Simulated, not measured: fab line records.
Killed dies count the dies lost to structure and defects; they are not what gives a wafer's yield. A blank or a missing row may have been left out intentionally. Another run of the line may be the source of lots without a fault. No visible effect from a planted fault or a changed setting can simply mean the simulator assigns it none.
fab line records	flow n5_finfet
record: lots: 24	wafers: 72	last_day: 19
route steps=1938 shown ILD0@343 SDB@357 HKMG_FIN@387
lots that met no fault: taken from a fault-free run of the same line
start_h: hours from the record's opening day to when the first of the lot's shown wafers began	wait_h: hours elapsed since this lot's preceding step	" identical to the entry in the row above	L1.1+2: one row covering several wafers at once	- no value present, or no start provided	* or withheld: withheld	< > ~ a bound
route shown NAME@n: NAME is a module with steps in the file, n the number in the route of the first one	usual: mean/standard deviation taken from wafers without a fault	same: alike in all rows	chamber/n: place in a boat	sites: per-site readings	_std_site: the values' standard deviation	_edge_site: inner sites' mean taken away from outer sites' mean	radius_mm: how far each site lies from the wafer's centre	mask NAME#n: copy n	behind: the tool/chamber that last shaped the wafer	hold: why the lot went on hold/how many hours it stayed there/how the hold came to an end	device: the n, p or np transistor that did not switch	end of line: tests of these same wafers at the route's end	a step with no rows: only its recipe	killed: count of dies lost to structure and defects at first sort (not the wafer's yield)	map: shows each die of a wafer: x if killed, . if not, _ if none is there
set.NAME: the setting that was run; set.NAME@STEP: the one run at that earlier step	model.NAME: the simulator's own value behind a step, which no gauge read
steps of the route over a sample of lots; a table a step, a row a wafer
services: the hour from which a tool's chamber was out of use, counted from the record's first day as start_h (under 0 if before that day), plus the number of hours and why
== steps ==
step: N5_ILD0_ALD_15
recipe: material: SiNx	target_thk_a: 240	temp_c: 400	ald_precursor_family: SiH2I2	ald_co_reactant: N2/H2-plasma	pulse_time_s: 1	ald_cycles: 480	purge_time_s: 2	co_reactant_purge_time_s: 2	pressure_torr: 2
usual: heater_power_w: 828/59	precursor_pulse_height_rel: 1.001/0.021
same: pulse_time_s: 1
lot.wafer	tool	chamber	start_h	wait_h	heater_power_w	precursor_pulse_height_rel
L074.1	ald_sin-01	1	61.05	0.6	726	1.006
L074.2	"	2	"	"	825	1.012
L074.6	"	1	62.14	1.1	721	1.041
L075.2	ald_sin-03	2	73.88	0.5	880	0.974
L075.3	"	3	"	"	847	0.965
L075.5	"	0	74.97	1.2	760	0.991
L076.3	ald_sin-01	1	78.10	0.4	718	1.027
L076.4	"	2	"	"	829	0.978
L076.5	"	1	79.18	1.2	714	0.983
L077.2	ald_sin-02	2	81.62	0.5	779	0.982
L077.3	"	0	"	"	840	0.982
L077.5	"	0	82.70	1.2	854	1.015
L078.3	ald_sin-03	0	88.22	0.4	773	1.010
L078.4	"	1	"	"	808	0.994
L078.6	"	0	89.31	1.1	770	0.990
L079.1	ald_sin-01	1	92.91	0.6	728	0.995
L079.3	"	0	"	"	861	1.023
L079.4	"	3	"	"	760	1.018
L080.3	ald_sin-03	0	99.03	0.6	773	0.988
L080.4	"	3	"	"	822	1.032
L080.5	"	0	100.12	1.5	747	1.013
L081.4	ald_sin-01	3	113.28	0.4	768	1.033
L081.5	"	1	114.36	1.4	730	0.989
L081.6	"	2	"	"	841	1.014
L082.1	ald_sin-02	2	113.86	0.6	794	0.971
L082.2	"	0	"	"	839	1.006
L082.4	"	1	"	"	866	0.988
L083.1	ald_sin-02	3	119.25	0.6	912	1.008
L083.4	"	0	"	"	828	0.986
L083.5	"	0	120.33	1.2	841	1.023
L084.4	ald_sin-02	0	124.52	0.2	831	1.015
L084.5	"	1	125.60	1.2	866	0.985
L084.6	"	0	"	"	857	1.005
L085.1	ald_sin-02	3	130.67	0.6	917	0.975
L085.2	"	0	"	"	840	1.035
L085.6	"	3	131.76	1.1	916	1.076
L086.2	ald_sin-02	0	135.47	0.6	844	0.990
L086.3	"	1	"	"	892	0.996
L086.4	"	2	"	"	772	1.020
L087.2	ald_sin-02	0	140.49	0.5	842	0.989
L087.3	"	3	"	"	920	1.021
L087.4	"	1	"	"	882	0.989
L088.1	ald_sin-01	2	146.23	0.6	821	1.001
L088.3	"	0	"	"	851	1.014
L088.5	"	3	147.32	1.2	769	1.013
L089.2	ald_sin-01	0	152.58	0.5	866	1.000
L089.4	"	1	"	"	721	1.019
L089.5	"	2	153.67	1.2	809	0.985
L090.1	ald_sin-03	0	157.76	0.6	769	1.024
L090.2	"	1	"	"	818	1.013
L090.4	"	2	"	"	886	1.002
L091.2	ald_sin-01	0	162.87	0.5	865	1.010
L091.4	"	3	"	"	773	0.980
L091.5	"	3	163.95	1.2	761	1.009
L092.1	ald_sin-01	0	168.77	0.6	870	1.015
L092.2	"	2	"	"	826	0.981
L092.3	"	3	"	"	774	1.056
L093.1	ald_sin-01	0	175.42	0.6	866	1.020
L093.2	"	3	"	"	776	0.982
L093.4	"	1	"	"	719	1.010
L094.2	ald_sin-02	1	185.24	0.5	906	0.974
L094.3	"	2	"	"	788	1.022
L094.4	"	0	"	"	846	0.968
L095.3	ald_sin-02	2	188.89	0.6	794	0.982
L095.4	"	1	"	"	915	1.009
L095.5	"	3	189.97	1.4	931	0.995
L096.2	ald_sin-02	0	196.40	0.5	858	0.966
L096.3	"	1	"	"	885	0.997
L096.5	"	3	197.48	1.2	924	1.012
L097.2	ald_sin-03	1	199.63	0.5	841	1.038
L097.4	"	0	"	"	761	1.002
L097.6	"	0	200.71	1.1	772	1.026
step: N5_SDB_OVL_MEAS_12
recipe: points_per_wafer: 44
usual: SDB_OVL: -0.3/0.73
lot.wafer	tool	chamber	start_h	wait_h	SDB_OVL[nm]
L074.1	overlay-01	0	64.09	0.0	-0.7
L074.2	"	0	"	"	-0.6
L074.6	"	0	"	"	-0.7
L075.2	overlay-02	0	76.98	0.1	-0.2
L075.3	"	0	"	"	0.4
L075.5	"	0	"	"	-0.5
L076.3	overlay-01	0	81.01	0.0	0.6
L076.4	"	0	"	"	0.3
L076.5	"	0	"	"	-1.1
L077.2	overlay-01	0	85.37	0.0	-0.1
L077.3	"	0	"	"	0.3
L077.5	"	0	"	"	0.0
L078.3	overlay-01	0	91.26	0.0	-1.7
L078.4	"	0	"	"	0.0
L078.6	"	0	"	"	-0.6
L079.1	overlay-02	0	95.95	0.0	-0.2
L079.3	"	0	"	"	-0.5
L079.4	"	0	"	"	-1.4
L080.3	overlay-01	0	102.07	0.0	0.1
L080.4	"	0	"	"	-0.5
L080.5	"	0	"	"	-0.4
L081.4	overlay-02	0	116.32	0.0	-0.4
L081.5	"	0	"	"	0.1
L081.6	"	0	"	"	-1.3
L082.1	overlay-02	0	116.90	0.0	-0.7
L082.2	"	0	"	"	0.9
L082.4	"	0	"	"	1.4
L083.1	overlay-01	0	122.16	0.0	-1.0
L083.4	"	0	"	"	0.3
L083.5	"	0	"	"	-1.1
L084.4	overlay-02	0	127.43	0.0	0.5
L084.5	"	0	"	"	-0.8
L084.6	"	0	"	"	-0.8
L085.1	overlay-01	0	133.71	0.0	0.0
L085.2	"	0	"	"	0.2
L085.6	"	0	"	"	-0.6
L086.2	overlay-02	0	138.38	0.0	-0.1
L086.3	"	0	"	"	0.1
L086.4	"	0	"	"	-0.5
L087.2	overlay-02	0	143.53	0.0	0.3
L087.3	"	0	"	"	-1.4
L087.4	"	0	"	"	0.3
L088.1	overlay-02	0	149.27	0.0	-0.2
L088.3	"	0	"	"	-0.9
L088.5	"	0	"	"	-0.6
L089.2	overlay-02	0	155.62	0.0	-2.2
L089.4	"	0	"	"	-1.0
L089.5	"	0	"	"	0.4
L090.1	overlay-01	0	160.67	0.0	0.3
L090.2	"	0	"	"	-2.0
L090.4	"	0	"	"	-1.8
L091.2	overlay-01	0	165.91	0.0	-0.1
L091.4	"	0	"	"	0.4
L091.5	"	0	"	"	-0.4
L092.1	overlay-02	0	171.81	0.0	0.6
L092.2	"	0	"	"	-0.1
L092.3	"	0	"	"	0.9
L093.1	overlay-01	0	178.46	0.0	0.1
L093.2	"	0	"	"	-0.7
L093.4	"	0	"	"	-0.6
L094.2	overlay-02	0	188.15	0.0	-0.3
L094.3	"	0	"	"	0.0
L094.4	"	0	"	"	-0.4
L095.3	overlay-01	0	191.93	0.0	-0.4
L095.4	"	0	"	"	-0.6
L095.5	"	0	"	"	0.3
L096.2	overlay-02	0	199.44	0.0	-0.2
L096.3	"	0	"	"	0.0
L096.5	"	0	"	"	0.0
L097.2	overlay-01	0	202.69	0.0	0.5
L097.4	"	0	"	"	0.7
L097.6	"	0	"	"	1.2
step: N5_SDB_HM_OPEN_20
recipe: chemistry: CH3F/O2	target: SiNx	mask_material: SOC	target_depth_a: 240	stop_on: poly-Si	over_etch_frac: 0.4	ion_energy_ev: 120	pressure_mtorr: 30	source_w: 395	bias_w: 73	Ar_flow_sccm: 150	CH3F_flow_sccm: 30	O2_flow_sccm: 20
usual: drypump_motor_current_A: 5.50/0.29	oes_product_au: 0.64/0.076	rf_vpp_V: 294/4.4	showerhead_plenum_p_Torr: 1.99/0.073	throttle_valve_pct: 16.28/0.22
lot.wafer	tool	chamber	start_h	wait_h	drypump_motor_current_A	oes_product_au	rf_hours_counter_h	rf_vpp_V	showerhead_plenum_p_Torr	throttle_valve_pct
L074.1	rie_diel-03	1	64.37	0.0	5.84	0.58	196	294	2.08	16.58
L074.2	"	3	"	"	5.43	0.76	11	283	2.03	16.12
L074.6	"	2	"	"	4.95	0.58	-	285	1.90	16.76
L075.2	rie_diel-03	2	77.61	0.0	4.92	0.57	241	285	1.90	16.77
L075.3	"	3	"	"	5.43	0.73	16	285	2.03	16.13
L075.5	"	3	"	"	5.43	0.76	-	285	2.03	16.14
L076.3	rie_diel-04	1	81.30	0.0	5.93	0.60	176	298	1.92	16.33
L076.4	"	2	"	"	5.41	0.59	216	295	1.97	16.24
L076.5	"	3	"	"	5.21	0.63	-	295	1.99	16.20
L077.2	rie_diel-01	1	85.72	0.0	5.63	0.58	186	301	1.90	16.26
L077.3	"	2	"	"	5.77	0.62	166	292	1.91	16.43
L077.5	"	0	"	"	5.32	0.61	-	297	2.07	16.29
L078.3	rie_diel-01	2	91.80	0.0	5.75	0.62	169	295	1.91	16.42
L078.4	"	0	"	"	5.34	0.63	-	296	2.07	16.28
L078.6	"	1	"	"	5.62	0.59	-	301	1.90	16.26
L079.1	rie_diel-04	0	96.24	0.0	5.53	0.60	190	290	1.99	16.27
L079.3	"	3	"	"	5.21	0.62	145	295	1.99	16.21
L079.4	"	1	"	"	5.91	0.61	181	298	1.92	16.33
L080.3	rie_diel-04	1	102.40	0.0	5.90	0.61	183	297	1.92	16.36
L080.4	"	0	"	"	5.50	0.62	192	290	1.99	16.30
L080.5	"	2	"	"	5.39	0.58	-	294	1.97	16.25
L081.4	rie_diel-01	3	116.86	0.0	5.27	0.77	6	290	1.95	16.01
L081.5	"	3	"	"	5.26	0.77	-	289	1.95	16.02
L081.6	"	0	"	"	5.33	0.61	-	298	2.07	16.30
L082.1	rie_diel-01	1	117.18	0.0	5.62	0.57	196	302	1.90	16.29
L082.2	"	2	"	"	5.77	0.62	178	294	1.91	16.44
L082.4	"	3	"	"	5.26	0.79	6	288	1.95	16.02
L083.1	rie_diel-01	2	122.45	0.0	5.78	0.63	179	294	1.91	16.43
L083.4	"	0	"	"	5.32	0.63	184	297	2.07	16.31
L083.5	"	3	"	"	5.24	0.79	-	289	1.95	16.04
L084.4	rie_diel-01	2	127.72	0.0	5.77	0.60	181	294	1.91	16.46
L084.5	"	0	"	"	5.32	0.61	-	296	2.07	16.32
L084.6	"	3	"	"	5.25	0.79	-	290	1.95	16.03
L085.1	rie_diel-03	1	134.13	0.0	5.84	0.56	223	293	2.08	16.63
L085.2	"	2	"	"	4.90	0.79	4	290	2.15	16.30
L085.6	"	3	"	"	5.43	0.72	-	284	2.02	16.17
L086.2	rie_diel-04	3	138.67	0.0	5.22	0.62	157	296	1.99	16.22
L086.3	"	0	"	"	5.54	0.60	202	292	1.99	16.30
L086.4	"	2	"	"	5.41	0.57	234	295	1.97	16.27
L087.2	rie_diel-01	0	143.82	0.0	5.31	0.59	187	299	2.07	16.29
L087.3	"	1	"	"	5.63	0.56	205	301	1.90	16.31
L087.4	"	3	"	"	5.25	0.74	16	290	1.94	16.02
L088.1	rie_diel-04	1	149.56	0.0	5.89	0.59	196	297	1.91	16.37
L088.3	"	2	"	"	5.40	0.57	237	297	1.97	16.27
L088.5	"	1	"	"	5.93	0.62	-	298	1.91	16.37
L089.2	rie_diel-04	3	156.65	0.0	5.20	0.63	164	297	1.98	16.26
L089.4	"	2	"	"	5.42	0.57	241	294	1.97	16.30
L089.5	"	3	"	"	5.24	0.63	-	297	1.98	16.24
L090.1	rie_diel-03	2	160.95	0.0	4.93	0.77	12	289	2.15	16.31
L090.2	"	1	"	"	5.86	0.57	231	293	2.07	16.65
L090.4	"	0	"	"	5.84	0.80	4	295	2.05	15.74
L091.2	rie_diel-03	2	166.19	0.0	4.95	0.76	13	291	2.15	16.34
L091.4	"	1	"	"	5.83	0.56	232	294	2.07	16.65
L091.5	"	3	"	"	5.43	0.69	-	285	2.02	16.18
L092.1	rie_diel-03	3	172.10	0.0	5.43	0.68	51	285	2.02	16.21
L092.2	"	2	"	"	4.96	0.75	15	292	2.15	16.32
L092.3	"	1	"	"	5.82	0.56	234	294	2.07	16.67
L093.1	rie_diel-03	1	178.75	0.0	5.85	0.56	236	293	2.07	16.68
L093.2	"	3	"	"	5.44	0.69	53	284	2.02	16.22
L093.4	"	0	"	"	5.83	0.76	10	297	2.05	15.74
L094.2	rie_diel-04	3	188.51	0.0	5.22	0.60	176	297	1.98	16.26
L094.3	"	0	"	"	5.54	0.60	218	291	1.98	16.35
L094.4	"	3	"	"	5.22	0.61	-	295	1.98	16.26
L095.3	rie_diel-03	0	192.21	0.0	5.80	0.73	15	296	2.04	15.75
L095.4	"	3	"	"	5.43	0.70	58	285	2.02	16.22
L095.5	"	0	"	"	5.80	0.76	-	296	2.04	15.75
L096.2	rie_diel-01	3	199.85	0.0	5.25	0.70	38	290	1.94	16.08
L096.3	"	0	"	"	5.32	0.58	209	297	2.06	16.34
L096.5	"	0	"	"	5.32	0.59	-	295	2.06	16.38
L097.2	rie_diel-04	0	202.98	0.0	5.52	0.58	224	290	1.98	16.34
L097.4	"	1	"	"	5.93	0.59	217	296	1.91	16.41
L097.6	"	1	"	"	5.89	0.59	-	297	1.91	16.42
step: N5_SDB_CMP_30
recipe: stop_on: poly-Si	t_overpolish_s: 1.54	post_cmp_clean: alkaline_brush	down_force_psi: 4.1491	platen_rpm: 51.796	pad_velocity_m_s: 1.0306	target_thk_nm: 30
usual: motor_current_A: 11.8/1.2	overpolish_run_s: 1.541/0.0092	slurry_flow_ml_min: 150.0/0.47	time_to_endpoint_s: 17.7/2.9
lot.wafer	tool	chamber	start_h	wait_h	motor_current_A	overpolish_run_s	slurry_flow_ml_min	time_to_endpoint_s
L074.1	cmp-02	2	67.94	1.4	9.2	1.539	150.1	20.7
L074.2	"	3	"	"	13.7	1.527	150.3	21.5
L074.6	"	1	"	"	10.7	1.538	150.9	17.8
L075.2	cmp-02	1	81.42	1.4	10.6	1.536	150.8	15.0
L075.3	"	3	"	"	13.5	1.532	149.9	13.9
L075.5	"	0	"	"	11.7	1.548	149.9	18.1
L076.4	cmp-03	2	84.64	1.4	12.4	1.532	149.8	19.1
L076.3	"	0	"	"	11.8	1.524	149.5	23.3
L076.5	"	1	"	"	12.5	1.539	149.5	21.6
L077.3	cmp-02	1	89.06	1.4	10.9	1.538	150.6	14.2
L077.2	"	2	"	"	9.4	1.542	149.4	12.9
L077.5	"	0	"	"	11.1	1.542	150.5	16.6
L078.3	cmp-01	1	95.14	1.4	11.4	1.548	149.9	18.6
L078.4	"	2	"	"	12.4	1.522	150.8	23.2
L078.6	"	1	"	"	11.5	1.546	151.0	20.1
L079.1	cmp-02	1	99.58	1.4	10.4	1.532	149.2	12.9
L079.3	"	2	"	"	9.3	1.555	150.5	17.7
L079.4	"	3	"	"	13.9	1.533	150.5	15.4
L080.4	cmp-02	0	105.97	1.4	11.0	1.557	150.1	19.1
L080.3	"	2	"	"	9.2	1.546	149.7	16.1
L080.5	"	0	"	"	11.9	1.534	150.6	18.4
L081.4	cmp-02	3	120.28	1.5	13.4	1.544	150.0	17.3
L081.6	"	0	"	"	11.9	1.529	149.3	19.7
L081.5	"	1	"	"	10.7	1.541	150.1	17.8
L082.2	cmp-01	1	121.07	1.4	11.7	1.558	150.3	22.3
L082.1	"	2	"	"	12.4	1.532	151.1	22.4
L082.4	"	0	"	"	12.9	1.551	150.6	16.8
L083.1	cmp-01	1	125.79	1.4	11.7	1.539	150.2	19.0
L083.4	"	3	"	"	11.8	1.543	149.9	14.3
L083.5	"	0	"	"	13.3	1.542	149.8	14.1
L084.4	cmp-01	1	131.01	1.4	11.4	1.541	150.3	20.3
L084.6	"	1	"	"	11.8	1.540	150.4	22.4
L084.5	"	2	"	"	12.4	1.544	149.9	21.4
L085.2	cmp-03	2	137.46	1.4	11.6	1.543	149.5	15.1
L085.1	"	3	"	"	11.2	1.533	150.5	21.4
L085.6	"	1	"	"	13.2	1.555	149.3	17.7
L086.3	cmp-01	1	142.21	1.4	11.3	1.525	149.3	21.4
L086.2	"	3	"	"	11.8	1.538	150.1	15.0
L086.4	"	0	"	"	13.1	1.539	149.7	14.1
L087.4	cmp-02	2	147.15	1.4	9.1	1.542	150.6	20.2
L087.3	"	3	"	"	13.6	1.545	148.9	17.0
L087.2	"	0	"	"	11.7	1.537	150.7	17.4
L088.1	cmp-03	3	153.71	1.5	10.8	1.550	151.0	14.3
L088.3	"	0	"	"	11.5	1.549	149.7	18.2
L088.5	"	2	"	"	11.9	1.531	150.2	12.8
L089.2	cmp-01	3	160.42	1.5	12.1	1.534	150.8	18.4
L089.4	"	0	"	"	13.5	1.519	150.0	16.3
L089.5	"	1	"	"	11.4	1.529	150.1	22.6
L090.2	cmp-03	3	164.29	1.4	10.9	1.533	150.0	18.4
L090.4	"	0	"	"	11.9	1.546	150.1	21.4
L090.1	"	1	"	"	13.2	1.553	150.8	21.2
L091.4	cmp-02	1	170.09	1.4	11.4	1.540	149.4	12.9
L091.2	"	3	"	"	13.1	1.549	149.6	15.6
L091.5	"	0	"	"	12.0	1.538	149.4	16.9
L092.3	cmp-01	2	176.11	1.4	12.5	1.544	149.4	21.5
L092.1	"	3	"	"	12.2	1.545	149.2	15.8
L092.2	"	0	"	"	13.4	1.532	149.9	16.2
L093.4	cmp-01	1	182.61	1.4	11.4	1.552	150.6	19.4
L093.1	"	2	"	"	12.7	1.556	150.4	21.6
L093.2	"	3	"	"	12.5	1.550	149.5	17.0
L094.3	cmp-03	1	193.79	1.4	13.1	1.559	149.8	21.5
L094.4	"	3	"	"	11.1	1.558	149.7	20.0
L094.2	"	0	"	"	11.6	1.545	150.5	20.7
L095.3	cmp-03	0	195.61	1.4	12.1	1.537	149.9	18.7
L095.4	"	1	"	"	13.2	1.535	150.1	17.8
L095.5	"	1	"	"	12.4	1.538	150.8	18.7
L096.3	cmp-01	1	203.18	1.4	11.3	1.530	150.4	21.1
L096.2	"	0	"	"	12.7	1.540	150.6	14.0
L096.5	"	1	"	"	11.4	1.544	149.9	18.0
L097.4	cmp-02	0	206.28	1.4	12.4	1.542	150.2	18.8
L097.2	"	1	"	"	11.0	1.550	150.1	15.6
L097.6	"	0	"	"	12.0	1.537	150.5	17.9
step: N5_HKMG_FIN_HK_ANNEAL_02
recipe: temp_c: 700	time_s: 30	ambient: N2	idle_temp_c: 600	ramp_up_c_per_s: 150	ramp_down_c_per_s: 60	cool_to_c: 600
usual: lamp_power_pct: 8.80/0.056	lamp_zone_5_pct: 8.799/0.012	wafer_temp_C_max: 702.9/0.63
lot.wafer	tool	chamber	start_h	wait_h	lamp_power_pct	lamp_zone_5_pct	wafer_temp_C_max
L074.1	rtp_anneal-02	0	69.57	0.3	8.76	8.813	703.1
L074.2	"	0	"	"	8.76	8.788	702.8
L074.6	"	0	"	"	8.86	8.803	703.0
L075.2	rtp_anneal-01	0	82.51	0.1	8.85	8.783	702.6
L075.3	"	0	"	"	8.91	8.790	702.7
L075.5	"	0	"	"	8.80	8.808	702.2
L076.3	rtp_anneal-01	0	85.85	0.2	8.87	8.798	702.7
L076.4	"	0	"	"	8.74	8.799	702.7
L076.5	"	0	"	"	8.89	8.799	703.2
L077.2	rtp_anneal-01	0	90.38	0.2	8.92	8.805	702.2
L077.3	"	0	"	"	8.70	8.810	702.7
L077.5	"	0	"	"	8.82	8.793	702.4
L078.3	rtp_anneal-02	0	96.42	0.3	8.77	8.813	702.8
L078.4	"	0	"	"	8.69	8.767	703.1
L078.6	"	0	"	"	8.79	8.786	702.3
L079.1	rtp_anneal-02	0	100.64	0.1	8.76	8.795	702.8
L079.3	"	0	"	"	8.66	8.803	703.2
L079.4	"	0	"	"	8.73	8.793	702.7
L080.3	rtp_anneal-01	0	107.09	0.2	8.78	8.784	701.8
L080.4	"	0	"	"	8.76	8.806	702.6
L080.5	"	0	"	"	8.71	8.794	702.5
L081.4	rtp_anneal-02	0	121.51	0.4	8.86	8.818	704.1
L081.5	"	0	"	"	8.69	8.811	703.0
L081.6	"	0	"	"	8.79	8.806	702.0
L082.1	rtp_anneal-02	0	122.17	0.1	8.75	8.800	703.6
L082.2	"	0	"	"	8.87	8.813	703.8
L082.4	"	0	"	"	8.63	8.779	702.3
L083.1	rtp_anneal-02	0	126.85	0.1	8.80	8.809	702.9
L083.4	"	0	"	"	8.76	8.776	702.8
L083.5	"	0	"	"	8.81	8.802	702.6
L084.4	rtp_anneal-02	0	132.47	0.3	8.75	8.805	702.8
L084.5	"	0	"	"	8.78	8.784	702.2
L084.6	"	0	"	"	8.79	8.810	702.3
L085.1	rtp_anneal-02	0	138.74	0.2	8.86	8.780	703.6
L085.2	"	0	"	"	8.79	8.799	701.9
L085.6	"	0	"	"	8.85	8.837	702.2
L086.2	rtp_anneal-02	0	143.46	0.1	8.83	8.792	702.0
L086.3	"	0	"	"	8.76	8.801	702.5
L086.4	"	0	"	"	8.86	8.811	703.3
L087.2	rtp_anneal-02	0	148.48	0.4	8.88	8.814	703.1
L087.3	"	0	"	"	8.84	8.795	703.3
L087.4	"	0	"	"	8.82	8.814	703.2
L088.1	rtp_anneal-02	0	154.76	0.1	8.79	8.804	702.8
L088.3	"	0	"	"	8.87	8.803	702.1
L088.5	"	0	"	"	8.83	8.798	703.3
L089.2	rtp_anneal-02	0	161.78	0.3	8.84	8.780	701.9
L089.4	"	0	"	"	8.73	8.803	702.3
L089.5	"	0	"	"	8.83	8.786	702.4
L090.1	rtp_anneal-02	0	165.36	0.1	8.77	8.791	702.8
L090.2	"	0	"	"	8.77	8.793	703.8
L090.4	"	0	"	"	8.83	8.822	703.5
L091.2	rtp_anneal-01	0	171.41	0.4	8.77	8.791	703.4
L091.4	"	0	"	"	8.75	8.803	703.1
L091.5	"	0	"	"	8.75	8.793	703.0
L092.1	rtp_anneal-01	0	177.48	0.2	8.81	8.810	702.2
L092.2	"	0	"	"	8.84	8.781	703.2
L092.3	"	0	"	"	8.84	8.801	702.7
L093.1	rtp_anneal-02	0	183.90	0.3	8.78	8.813	703.1
L093.2	"	0	"	"	8.84	8.784	703.2
L093.4	"	0	"	"	8.78	8.799	703.2
L094.2	rtp_anneal-02	0	194.93	0.1	8.84	8.809	704.2
L094.3	"	0	"	"	8.91	8.806	703.0
L094.4	"	0	"	"	8.74	8.795	702.6
L095.3	rtp_anneal-01	0	196.79	0.2	8.77	8.798	702.9
L095.4	"	0	"	"	8.82	8.813	703.2
L095.5	"	0	"	"	8.89	8.802	703.3
L096.2	rtp_anneal-02	0	204.33	0.1	8.74	8.802	703.5
L096.3	"	0	"	"	8.83	8.788	704.1
L096.5	"	0	"	"	8.80	8.798	703.5
L097.2	rtp_anneal-01	0	207.41	0.1	8.82	8.790	702.6
L097.4	"	0	"	"	8.86	8.802	702.2
L097.6	"	0	"	"	8.76	8.814	703.3
step: N5_HKMG_FIN_ALD_75
recipe: material: Al2O3	target_thk_a: 10	temp_c: 150	ald_precursor_family: TMA	ald_co_reactant: H2O	pulse_time_s: withheld	co_reactant_pulse_time_s: 1
usual: heater_power_w: 155/11	precursor_pulse_height_rel: 0.999/0.02
lot.wafer	tool	chamber	start_h	wait_h	heater_power_w	precursor_pulse_height_rel
L074.1	ald_hk-03	3	69.87	0.0	156	0.992
L074.2	"	0	"	"	156	0.994
L074.6	"	3	"	"	159	0.987
L075.2	ald_hk-03	1	82.78	0.0	147	1.009
L075.3	"	0	"	"	158	1.010
L075.5	"	3	"	"	159	0.987
L076.3	ald_hk-01	0	86.08	0.0	163	0.976
L076.4	"	1	"	"	168	1.024
L076.5	"	0	"	"	160	1.015
L077.2	ald_hk-03	3	90.64	0.0	154	1.004
L077.3	"	0	"	"	156	1.010
L077.5	"	1	"	"	146	0.979
L078.3	ald_hk-01	1	96.66	0.0	159	0.971
L078.4	"	0	"	"	168	0.988
L078.6	"	0	"	"	164	0.962
L079.1	ald_hk-01	2	100.93	0.0	144	1.022
L079.3	"	0	"	"	164	0.984
L079.4	"	1	"	"	165	1.012
L080.3	ald_hk-01	3	107.33	0.0	152	0.973
L080.4	"	2	"	"	151	0.977
L080.5	"	0	"	"	165	1.005
L081.4	ald_hk-01	2	121.71	0.0	149	0.999
L081.5	"	3	"	"	152	0.995
L081.6	"	2	"	"	150	0.995
L082.1	ald_hk-02	0	122.46	0.0	143	1.000
L082.2	"	1	"	"	167	1.041
L082.4	"	3	"	"	117	1.026
L083.1	ald_hk-03	1	127.14	0.0	148	0.985
L083.4	"	3	"	"	158	0.981
L083.5	"	3	"	"	152	0.961
L084.4	ald_hk-01	0	132.67	0.0	166	0.968
L084.5	"	0	"	"	168	1.011
L084.6	"	3	"	"	155	1.020
L085.1	ald_hk-01	1	139.03	0.0	166	0.959
L085.2	"	3	"	"	154	1.024
L085.6	"	0	"	"	171	0.974
L086.2	ald_hk-02	2	143.80	0.1	168	0.994
L086.3	"	0	"	"	140	0.990
L086.4	"	3	"	"	119	1.021
L087.2	ald_hk-02	1	148.82	0.1	168	1.031
L087.3	"	3	"	"	117	0.973
L087.4	"	2	"	"	165	0.985
L088.1	ald_hk-03	2	155.06	0.0	149	1.027
L088.3	"	1	"	"	149	1.031
L088.5	"	2	"	"	148	1.012
L089.2	ald_hk-01	2	162.06	0.0	150	0.978
L089.4	"	1	"	"	165	1.004
L089.5	"	3	"	"	154	0.997
L090.1	ald_hk-03	0	165.65	0.0	157	0.995
L090.2	"	1	"	"	149	0.981
L090.4	"	3	"	"	156	0.990
L091.2	ald_hk-02	2	171.67	0.0	165	0.976
L091.4	"	0	"	"	141	1.022
L091.5	"	1	"	"	166	1.006
L092.1	ald_hk-02	3	177.77	0.0	119	1.016
L092.2	"	1	"	"	168	0.988
L092.3	"	2	"	"	169	0.988
L093.1	ald_hk-01	3	184.19	0.0	151	0.974
L093.2	"	2	"	"	149	1.036
L093.4	"	0	"	"	166	0.968
L094.2	ald_hk-01	2	195.21	0.0	145	1.022
L094.3	"	1	"	"	160	0.992
L094.4	"	3	"	"	151	1.018
L095.3	ald_hk-03	1	197.02	0.0	148	0.977
L095.4	"	2	"	"	150	0.996
L095.5	"	1	"	"	151	1.027
L096.2	ald_hk-01	0	204.61	0.0	164	0.995
L096.3	"	2	"	"	152	1.016
L096.5	"	2	"	"	146	0.996
L097.2	ald_hk-03	2	207.67	0.0	150	1.024
L097.4	"	0	"	"	156	0.997
L097.6	"	1	"	"	145	0.989
== services ==
tool	chamber	start_h	hours	kind
rie_diel-01	-	37.50	1.2	repair
ald_hk-01	-	44.96	1.4	repair
cmp-02	-	45.90	9.5	pm
rie_diel-04	-	48.86	2.8	pm
ald_hk-01	-	52.81	8.7	pm
cmp-02	-	55.45	2.1	repair
rie_diel-04	0	55.90	3.5	repair
rie_diel-01	-	59.04	2.4	repair
rie_diel-01	3	71.90	8.0	repair
cmp-02	-	84.45	4.4	repair
ald_sin-02	-	85.25	14.0	pm
ald_hk-01	-	86.87	2.8	pm
rie_diel-01	1	97.91	3.7	repair
ald_sin-01	-	121.04	14.6	pm
cmp-01	-	125.98	4.0	pm
rie_diel-01	0	130.07	9.3	repair
rie_diel-01	-	130.59	0.9	repair
cmp-01	-	138.77	0.6	repair
rie_diel-03	-	149.57	2.8	pm
ald_sin-02	3	159.26	1.7	repair
cmp-01	-	176.50	1.6	repair
ald_sin-01	-	177.59	14.0	pm
cmp-01	-	188.22	12.1	pm
cmp-01	-	206.69	5.5	pm
== key ==
fault none
